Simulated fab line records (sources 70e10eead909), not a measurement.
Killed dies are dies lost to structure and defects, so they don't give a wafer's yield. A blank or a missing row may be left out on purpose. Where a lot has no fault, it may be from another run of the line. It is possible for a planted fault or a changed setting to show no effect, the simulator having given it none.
fab line records	flow nand_harc
record: lots: 12	wafers: 36	last_day: 24
route steps=1159 shown P_ZERO_WELL@26 END@1159
lots that met no fault: taken from a fault-free run of the same line
start_h: hours from the record's opening day to when the first of the lot's shown wafers began	wait_h: hours elapsed since this lot's preceding step	" same as the row above	L1.1+2: a single row standing in for several wafers	- either no value or no given start	* or withheld: withheld	< > ~ a bound
route shown NAME@n: a module of which the file shows steps, and the number in the route of the first	usual: the fault-free wafers' mean and standard deviation	same: alike in all rows	chamber/n: place in a boat	sites: per-site readings	_std_site: standard deviation across them	_edge_site: mean of outer sites minus mean of inner sites	radius_mm: how far each site lies from the wafer's centre	mask NAME#n: copy n	behind: the last tool/chamber to shape the wafer	hold: why the lot went on hold/how many hours it stayed there/how the hold came to an end	device: whichever transistor did not switch (one of n, p or np)	end of line: tests of these same wafers at the route's end	a step given without rows: its recipe and nothing more	killed: at the first sort, the dies lost to defects and structure; wafer yield is something else	map: a wafer's dies, x killed, . not, _ none there
set.NAME: the run value of the setting; set.NAME@STEP: its run value at that earlier step	model.NAME: the simulator's own value behind a step, which no gauge read
steps of the route over a sample of lots; a table a step, a row a wafer
services: the hour from which a tool's chamber was out of use, counted from the record's first day as start_h (under 0 if before that day), plus the number of hours and why
== steps ==
step: NHARC_P_ZERO_WELL_EXPOSE_21
recipe: na: 0.6	target_cd_nm: 720	dose_mj: 22.31	mask_id: P_NWELL
usual: exposure_dose_mJ_cm2: 22.308/0.023
lot.wafer	tool	chamber	start_h	wait_h	mask	exposure_dose_mJ_cm2
L665.1	krf_scanner-04	0	14.44	-	P_NWELL#0	22.280
L665.2	"	0	"	"	P_NWELL#0	22.313
L665.5	"	0	"	"	P_NWELL#0	22.289
L666.1	krf_scanner-04	0	20.23	-	P_NWELL#0	22.327
L666.4	"	0	"	"	P_NWELL#0	22.296
L666.5	"	0	"	"	P_NWELL#0	22.304
L667.1	krf_scanner-04	0	26.30	-	P_NWELL#0	23.600
L667.4	"	0	"	"	P_NWELL#0	23.563
L667.6	"	0	"	"	P_NWELL#0	23.553
L668.2	krf_scanner-04	0	32.30	-	P_NWELL#0	23.568
L668.4	"	0	"	"	P_NWELL#0	23.515
L668.6	"	0	"	"	P_NWELL#0	23.558
L669.1	krf_scanner-04	0	38.29	-	P_NWELL#0	23.512
L669.3	"	0	"	"	P_NWELL#0	23.503
L669.5	"	0	"	"	P_NWELL#0	23.507
L671.3	krf_scanner-04	0	50.43	-	P_NWELL#0	23.476
L671.4	"	0	"	"	P_NWELL#0	23.485
L671.5	"	0	"	"	P_NWELL#0	23.511
L675.1	krf_scanner-02	0	74.30	-	P_NWELL#0	22.334
L675.3	"	0	"	"	P_NWELL#0	22.274
L675.4	"	0	"	"	P_NWELL#0	22.310
L677.1	krf_scanner-02	0	86.45	-	P_NWELL#0	22.307
L677.2	"	0	"	"	P_NWELL#0	22.337
L677.3	"	0	"	"	P_NWELL#0	22.285
L681.4	krf_scanner-02	0	110.33	-	P_NWELL#0	22.319
L681.5	"	0	"	"	P_NWELL#0	22.321
L681.6	"	0	"	"	P_NWELL#0	22.293
L684.1	krf_scanner-02	0	128.44	-	P_NWELL#0	22.291
L684.2	"	0	"	"	P_NWELL#0	22.343
L684.6	"	0	"	"	P_NWELL#0	22.345
L685.3	krf_scanner-03	0	134.43	-	P_NWELL#0	22.311
L685.4	"	0	"	"	P_NWELL#0	22.271
L685.6	"	0	"	"	P_NWELL#0	22.311
L686.1	krf_scanner-03	0	140.33	-	P_NWELL#0	22.277
L686.2	"	0	"	"	P_NWELL#0	22.316
L686.4	"	0	"	"	P_NWELL#0	22.261
step: NHARC_P_ZERO_WELL_CD_MEAS_24
recipe: target_cd_nm: 720	landing_energy_ev: 500
usual: cd_nm: 720.2/1.3
lot.wafer	tool	chamber	start_h	wait_h	cd_nm
L665.1	cd_sem-03	0	14.59	-	720.6
L665.2	"	0	"	"	719.3
L665.5	"	0	"	"	718.9
L666.1	cd_sem-02	0	20.38	-	722.8
L666.4	"	0	"	"	719.1
L666.5	"	0	"	"	719.8
L667.1	cd_sem-02	0	26.45	-	732.4
L667.4	"	0	"	"	728.6
L667.6	"	0	"	"	728.8
L668.2	cd_sem-01	0	32.45	-	729.8
L668.4	"	0	"	"	730.5
L668.6	"	0	"	"	729.9
L669.1	cd_sem-02	0	38.45	-	730.6
L669.3	"	0	"	"	730.6
L669.5	"	0	"	"	729.9
L671.3	cd_sem-03	0	50.58	-	728.8
L671.4	"	0	"	"	729.1
L671.5	"	0	"	"	728.7
L675.1	cd_sem-02	0	74.46	-	718.5
L675.3	"	0	"	"	719.2
L675.4	"	0	"	"	719.4
L677.1	cd_sem-03	0	86.61	-	721.2
L677.2	"	0	"	"	720.5
L677.3	"	0	"	"	723.3
L681.4	cd_sem-01	0	110.48	-	720.5
L681.5	"	0	"	"	720.6
L681.6	"	0	"	"	720.8
L684.1	cd_sem-03	0	128.59	-	722.3
L684.2	"	0	"	"	719.1
L684.6	"	0	"	"	721.6
L685.3	cd_sem-01	0	134.58	-	719.6
L685.4	"	0	"	"	720.7
L685.6	"	0	"	"	717.8
L686.1	cd_sem-01	0	140.48	-	720.0
L686.2	"	0	"	"	720.8
L686.4	"	0	"	"	721.2
step: NHARC_P_ZERO_WELL_DESCUM_26
recipe: time_s: 3	o2_flow_sccm: 200	ar_flow_sccm: 0	bias_power_w: 0	chemistry: O2
usual: drypump_motor_current_A: 5.8/0.4	oes_product_au: 1.003/0.0073	rf_vpp_V: 57.8/0.97	showerhead_plenum_p_Torr: 1.93/0.079	throttle_valve_pct: 11.311/0.0087
lot.wafer	tool	chamber	start_h	wait_h	drypump_motor_current_A	oes_product_au	rf_hours_counter_h	rf_vpp_V	showerhead_plenum_p_Torr	throttle_valve_pct
L665.2	rie_diel-09	1	14.76	-	6.1	0.992	8	59.7	2.05	11.311
L665.1	"	3	"	"	5.4	1.010	8	58.1	1.94	11.306
L665.5	"	1	"	"	6.1	1.007	-	58.2	2.05	11.309
L666.4	rie_diel-09	0	20.54	-	6.4	1.003	8	57.7	1.95	11.323
L666.1	"	2	"	"	6.0	1.032	8	58.3	1.89	11.313
L666.5	"	0	"	"	6.4	1.011	-	56.2	1.95	11.305
L667.1	rie_diel-09	2	26.61	-	6.0	1.005	8	57.2	1.89	11.320
L667.4	"	3	"	"	5.4	0.999	8	56.1	1.94	11.300
L667.6	"	2	"	"	6.0	1.013	-	58.0	1.89	11.304
L668.4	rie_diel-09	0	32.62	-	6.4	1.008	8	58.4	1.94	11.307
L668.2	"	1	"	"	6.1	0.996	8	58.7	2.05	11.318
L668.6	"	0	"	"	6.4	0.995	-	55.5	1.95	11.315
L669.1	rie_diel-11	0	38.63	-	5.9	1.014	1	58.0	1.99	11.321
L669.3	"	1	"	"	5.8	1.003	2	57.2	1.87	11.307
L669.5	"	2	"	"	5.1	1.016	-	56.8	1.78	11.295
L671.4	rie_diel-05	3	50.74	-	6.0	1.003	3	57.1	1.95	11.311
L671.3	"	2	"	"	5.7	1.001	4	59.1	1.83	11.307
L671.5	"	0	"	"	5.5	0.996	-	58.5	2.07	11.326
L675.1	rie_diel-11	3	74.62	-	5.4	0.996	5	57.3	1.99	11.320
L675.4	"	1	"	"	5.9	0.988	4	57.1	1.87	11.309
L675.3	"	2	"	"	5.1	1.008	5	57.4	1.78	11.311
L677.2	rie_diel-09	2	86.77	-	6.0	1.002	0	57.6	1.89	11.319
L677.1	"	3	"	"	5.4	1.003	0	58.2	1.94	11.301
L677.3	"	0	"	"	6.4	0.990	0	57.9	1.94	11.324
L681.4	rie_diel-11	1	110.64	-	5.8	0.990	8	57.6	1.87	11.320
L681.6	"	0	"	"	5.9	1.010	-	57.4	1.99	11.316
L681.5	"	1	"	"	5.8	1.002	-	57.5	1.87	11.321
L684.1	rie_diel-09	0	128.78	-	6.4	1.003	4	57.7	1.94	11.313
L684.2	"	1	"	"	6.1	1.007	4	57.9	2.05	11.296
L684.6	"	2	"	"	6.0	1.008	-	57.0	1.88	11.326
L685.3	rie_diel-05	3	134.74	-	6.0	1.007	9	60.1	1.95	11.318
L685.4	"	2	"	"	5.8	0.999	10	57.4	1.83	11.312
L685.6	"	3	"	"	6.0	1.008	-	58.4	1.95	11.309
L686.2	rie_diel-11	2	140.66	-	5.1	1.006	10	56.1	1.78	11.303
L686.4	"	3	"	"	5.4	1.001	10	58.2	1.99	11.324
L686.1	"	0	"	"	5.9	1.007	9	58.5	1.99	11.298
step: NHARC_P_ZERO_WELL_DESCUM_54
recipe: time_s: 3	o2_flow_sccm: 200	ar_flow_sccm: 0	bias_power_w: 0	chemistry: O2
usual: drypump_motor_current_A: 5.8/0.35	oes_product_au: 1.003/0.0089	rf_vpp_V: 58.0/0.9	showerhead_plenum_p_Torr: 1.93/0.087	throttle_valve_pct: 11.311/0.0084
lot.wafer	tool	chamber	start_h	wait_h	drypump_motor_current_A	oes_product_au	rf_hours_counter_h	rf_vpp_V	showerhead_plenum_p_Torr	throttle_valve_pct
L665.1	rie_diel-05	2	18.05	-	5.8	1.009	1.0	56.6	1.83	11.312
L665.2	"	0	"	"	5.4	0.996	1.0	59.1	2.07	11.312
L665.5	"	1	"	"	5.9	1.003	-	57.7	1.83	11.324
L666.4	rie_diel-09	3	23.58	-	5.4	0.998	8.4	58.4	1.94	11.324
L666.1	"	0	"	"	6.4	0.996	8.0	58.3	1.94	11.301
L666.5	"	1	"	"	6.1	1.011	-	59.3	2.05	11.320
L667.1	rie_diel-11	2	29.88	-	5.1	0.998	0.3	57.5	1.78	11.312
L667.4	"	3	"	"	5.4	1.012	0.5	57.9	1.99	11.299
L667.6	"	3	"	"	5.4	1.012	-	58.5	1.99	11.314
L668.4	rie_diel-05	0	35.93	-	5.4	0.984	2.4	58.2	2.07	11.299
L668.2	"	3	"	"	6.0	1.004	1.6	57.2	1.95	11.313
L668.6	"	0	"	"	5.4	0.987	-	60.3	2.07	11.311
L669.1	rie_diel-09	1	41.78	-	6.1	0.991	9.7	58.9	2.05	11.315
L669.3	"	2	"	"	6.0	1.003	9.6	58.7	1.89	11.304
L669.5	"	1	"	"	6.1	0.993	-	59.4	2.05	11.298
L671.3	rie_diel-09	0	53.80	-	6.5	1.009	10.8	58.5	1.94	11.302
L671.4	"	1	"	"	6.1	1.002	10.6	59.3	2.05	11.312
L671.5	"	3	"	"	5.4	1.000	-	58.5	1.94	11.310
L675.1	rie_diel-05	0	77.79	-	5.5	0.996	4.7	58.7	2.07	11.319
L675.3	"	1	"	"	5.9	0.994	4.5	57.0	1.83	11.313
L675.4	"	3	"	"	6.0	1.019	4.7	58.0	1.95	11.313
L677.1	rie_diel-05	3	90.06	-	6.0	1.009	6.1	58.7	1.95	11.305
L677.2	"	1	"	"	5.9	0.994	5.5	57.7	1.83	11.312
L677.3	"	2	"	"	5.7	0.994	6.5	58.0	1.83	11.311
L681.4	rie_diel-09	3	113.94	-	5.4	1.004	2.1	57.6	1.94	11.305
L681.5	"	2	"	"	6.0	1.019	-	58.0	1.88	11.316
L681.6	"	3	"	"	5.4	1.006	-	58.4	1.94	11.291
L684.1	rie_diel-11	2	131.91	-	5.1	0.994	9.2	57.3	1.78	11.302
L684.2	"	3	"	"	5.3	1.001	8.6	57.1	1.99	11.311
L684.6	"	1	"	"	5.8	1.003	-	57.4	1.87	11.293
L685.3	rie_diel-09	1	137.91	-	6.1	0.999	5.4	58.8	2.05	11.323
L685.4	"	2	"	"	6.0	1.002	4.5	57.2	1.88	11.314
L685.6	"	1	"	"	6.1	1.001	-	58.0	2.05	11.306
L686.2	rie_diel-09	3	143.70	-	5.4	1.012	4.6	56.3	1.94	11.313
L686.1	"	0	"	"	6.4	1.002	5.4	59.3	1.94	11.328
L686.4	"	1	"	"	6.1	0.999	5.5	58.8	2.05	11.302
step: NHARC_P_ZERO_WELL_INSPECT_43
usual: raw_defect_count: 14/6.3
lot.wafer	tool	chamber	start_h	wait_h	raw_defect_count
L665.1	defect_inspect-02	-	19.74	0.6	17
L665.2	"	-	"	"	18
L665.5	"	-	"	"	8
L666.1	defect_inspect-02	-	25.20	0.6	13
L666.4	"	-	"	"	6
L666.5	"	-	"	"	12
L667.1	defect_inspect-01	-	31.56	0.6	23
L667.4	"	-	"	"	19
L667.6	"	-	"	"	13
L668.2	defect_inspect-02	-	37.58	0.5	12
L668.4	"	-	"	"	20
L668.6	"	-	"	"	9
L669.1	defect_inspect-02	-	43.42	0.6	16
L669.3	"	-	"	"	14
L669.5	"	-	"	"	11
L671.3	defect_inspect-02	-	55.42	0.4	20
L671.4	"	-	"	"	13
L671.5	"	-	"	"	14
L675.1	defect_inspect-02	-	79.45	0.6	19
L675.3	"	-	"	"	10
L675.4	"	-	"	"	6
L677.1	defect_inspect-02	-	91.76	0.6	21
L677.2	"	-	"	"	19
L677.3	"	-	"	"	17
L681.4	defect_inspect-02	-	115.58	0.2	15
L681.5	"	-	"	"	22
L681.6	"	-	"	"	16
L684.1	defect_inspect-01	-	133.55	0.6	15
L684.2	"	-	"	"	11
L684.6	"	-	"	"	12
L685.3	defect_inspect-01	-	139.57	0.4	14
L685.4	"	-	"	"	15
L685.6	"	-	"	"	17
L686.1	defect_inspect-01	-	145.39	0.6	5
L686.2	"	-	"	"	17
L686.4	"	-	"	"	13
step: NHARC_END_SORT_01
recipe: temp_c: 25
usual: killed_at_array: 26/8.6	killed_at_other: 0.7/0.97	killed_at_periphery: 3.2/2.2	killed_dies: 30/8.9	killed_open: 3.1/1.8	killed_short: 2.2/1.8
same: gross_dies: 677
lot.wafer	tool	chamber	start_h	wait_h	killed_at_array	killed_at_other	killed_at_periphery	killed_dies	killed_open	killed_short
L668.2	prober-01	0	450.96	2.8	37	1	3	41	3	0
L668.4	prober-01	0	452.59	3.4	29	1	2	32	0	1
L668.6	prober-01	0	454.22	4.1	33	3	14	50	3	1
L681.5	prober-01	0	535.91	3.7	52	2	3	57	4	2
L681.6	prober-01	0	536.72	4.1	36	3	4	43	3	1
L684.1	prober-01	0	548.27	2.5	29	0	4	33	3	2
L684.2	prober-01	0	549.06	2.8	23	0	4	27	1	0
L684.6	prober-01	0	552.22	3.9	22	0	1	23	2	0
L685.3	prober-02	0	582.11	3.1	19	1	2	22	1	2
L685.4	prober-02	0	582.90	3.4	21	0	6	27	0	4
L685.6	prober-02	0	584.48	4.0	22	0	0	22	4	1
killed by level:class
L668.2 A_CHANNEL_HOLE_D1:chamber_film_flake=11 A_SLIT:chamber_film_flake=11 A_STAIRCASE:chamber_film_flake=4 P_CONTACT:chamber_film_flake=3 A_CHANNEL_FILL_D1:chamber_film_flake=3 A_CONTACT:chamber_film_flake=3 A_ONON_D1:geometric_particle:open=1 A_STAIRCASE:geometric_particle:open=1
L668.4 A_SLIT:chamber_film_flake=12 A_CHANNEL_HOLE_D1:chamber_film_flake=10 A_CHANNEL_FILL_D1:chamber_film_flake=2 A_CONTACT:chamber_film_flake=2 A_M0:geometric_particle:short=1 P_STI:chamber_film_flake=1 P_CONTACT:chamber_film_flake=1 A_STAIRCASE:chamber_film_flake=1
L668.6 A_SLIT:chamber_film_flake=13 P_CONTACT:chamber_film_flake=10 A_CHANNEL_HOLE_D1:chamber_film_flake=8 A_STAIRCASE:chamber_film_flake=5 A_CONTACT:chamber_film_flake=4 THIN_TSV:chamber_film_flake=3 P_M0:geometric_particle:open=2 P_CONTACT:geometric_particle:short=1
L681.5 A_SLIT:chamber_film_flake=18 A_CHANNEL_HOLE_D1:chamber_film_flake=17 A_CONTACT:chamber_film_flake=10 A_CHANNEL_FILL_D1:geometric_particle:short=2 A_STAIRCASE:chamber_film_flake=2 A_WL_FILL:chamber_film_flake=2 P_GATE:geometric_particle:open=1 P_CONTACT:geometric_particle:open=1
L681.6 A_CHANNEL_HOLE_D1:chamber_film_flake=20 A_SLIT:chamber_film_flake=9 A_CONTACT:chamber_film_flake=6 THIN_TSV:chamber_film_flake=2 P_GATE:geometric_particle:open=1 P_M2:geometric_particle:open=1 A_SGD_CUT:geometric_particle:short=1 P_GATE:chamber_film_flake=1
L684.1 A_CHANNEL_HOLE_D1:chamber_film_flake=22 P_GATE:chamber_film_flake=2 A_CONTACT:chamber_film_flake=2 P_STI:geometric_particle:short=1 P_GATE:geometric_particle:short=1 A_ONON_D1:geometric_particle:open=1 A_CONTACT:geometric_particle:open=1 A_M0:geometric_particle:open=1
L684.2 A_CHANNEL_HOLE_D1:chamber_film_flake=21 P_M2:chamber_film_flake=3 A_CONTACT:geometric_particle:open=1 P_ZERO_WELL:chamber_film_flake=1 A_STAIRCASE:chamber_film_flake=1
L684.6 A_CHANNEL_HOLE_D1:chamber_film_flake=19 A_CONTACT:chamber_film_flake=2 P_M1:geometric_particle:open=1 A_CONTACT:geometric_particle:open=1
L685.3 A_CHANNEL_HOLE_D1:chamber_film_flake=12 A_CONTACT:chamber_film_flake=3 A_STAIRCASE:chamber_film_flake=2 P_M0:geometric_particle:open=1 A_CHANNEL_FILL_D1:geometric_particle:short=1 A_WL_FILL:geometric_particle:short=1 P_GATE:chamber_film_flake=1 THIN_TSV:chamber_film_flake=1
L685.4 A_CHANNEL_HOLE_D1:chamber_film_flake=14 P_GATE:chamber_film_flake=5 A_ONON_D1:geometric_particle:short=2 A_CONTACT:chamber_film_flake=2 P_M1:geometric_particle:short=1 A_BLC:geometric_particle:short=1 A_SLIT:chamber_film_flake=1 A_WL_FILL:chamber_film_flake=1
L685.6 A_CHANNEL_HOLE_D1:chamber_film_flake=11 A_CONTACT:chamber_film_flake=3 A_ONON_D1:geometric_particle:short=1 A_CHANNEL_HOLE_D1:geometric_particle:open=1 A_CHANNEL_FILL_D1:geometric_particle:open=1 A_WL_FILL:geometric_particle:open=1 A_M0:geometric_particle:open=1 A_WL_FILL:chamber_film_flake=1
== services ==
tool	chamber	start_h	hours	kind
rie_diel-05	-	-7.57	1.2	repair
krf_scanner-03	-	-4.00	4.0	pm
krf_scanner-04	-	3.16	0.1	repair
rie_diel-11	1	6.67	5.6	repair
rie_diel-09	0	7.39	-	clean
rie_diel-05	3	8.64	12.5	repair
rie_diel-11	-	12.50	9.0	pm
rie_diel-05	0	21.25	6.1	repair
krf_scanner-02	-	38.00	4.0	pm
krf_scanner-04	-	51.17	0.3	repair
rie_diel-09	-	61.54	0.2	repair
krf_scanner-04	-	63.36	2.4	repair
rie_diel-09	1	66.97	6.4	repair
krf_scanner-03	-	77.06	0.2	repair
rie_diel-09	-	77.10	9.0	pm
krf_scanner-03	-	79.61	0.9	repair
krf_scanner-02	-	82.23	0.6	repair
rie_diel-05	0	85.15	7.2	repair
krf_scanner-04	-	111.69	0.3	repair
krf_scanner-04	-	126.00	4.0	pm
krf_scanner-02	-	133.37	0.3	repair
krf_scanner-04	-	136.99	0.5	repair
rie_diel-05	2	139.94	7.5	repair
krf_scanner-02	-	143.51	4.5	repair
== key ==
first_sign: step: NHARC_P_ZERO_WELL_EXPOSE_21	reading: exposure_dose_mJ_cm2	direction: up	sigmas: 52	usual: 22.308	struck: 23.529
effect: step: NHARC_P_ZERO_WELL_CD_MEAS_24	reading: cd_nm	direction: up	sigmas: 7.5	usual: 720.2	struck: 729.8
met_at NHARC_P_ZERO_WELL_EXPOSE_21
struck_lots L667,L668,L669,L671
tester_left_out L667,L668,L669,L671
not_acting_at NHARC_P_ZERO_WELL_DESCUM_26,NHARC_P_ZERO_WELL_DESCUM_54,NHARC_P_ZERO_WELL_INSPECT_43
onset_between 20.23 26.30
fault: kind: process_parameter_drift	tool: krf_scanner-04	chamber: -	onset_h: 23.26	steps: NHARC_P_ZERO_WELL_EXPOSE_21	channel: dose_mj	offset: 1.217	shape: step	acts_in: these_recipes_only	stated: 22.31
tester_left_out: of these lots the tester's yield and bins aren't shown, on N5 and GAA mostly nor the transistor test; their killed dies are dies lost to structure and defects alone, not to doping, threshold or leakage, so they don't give the yield
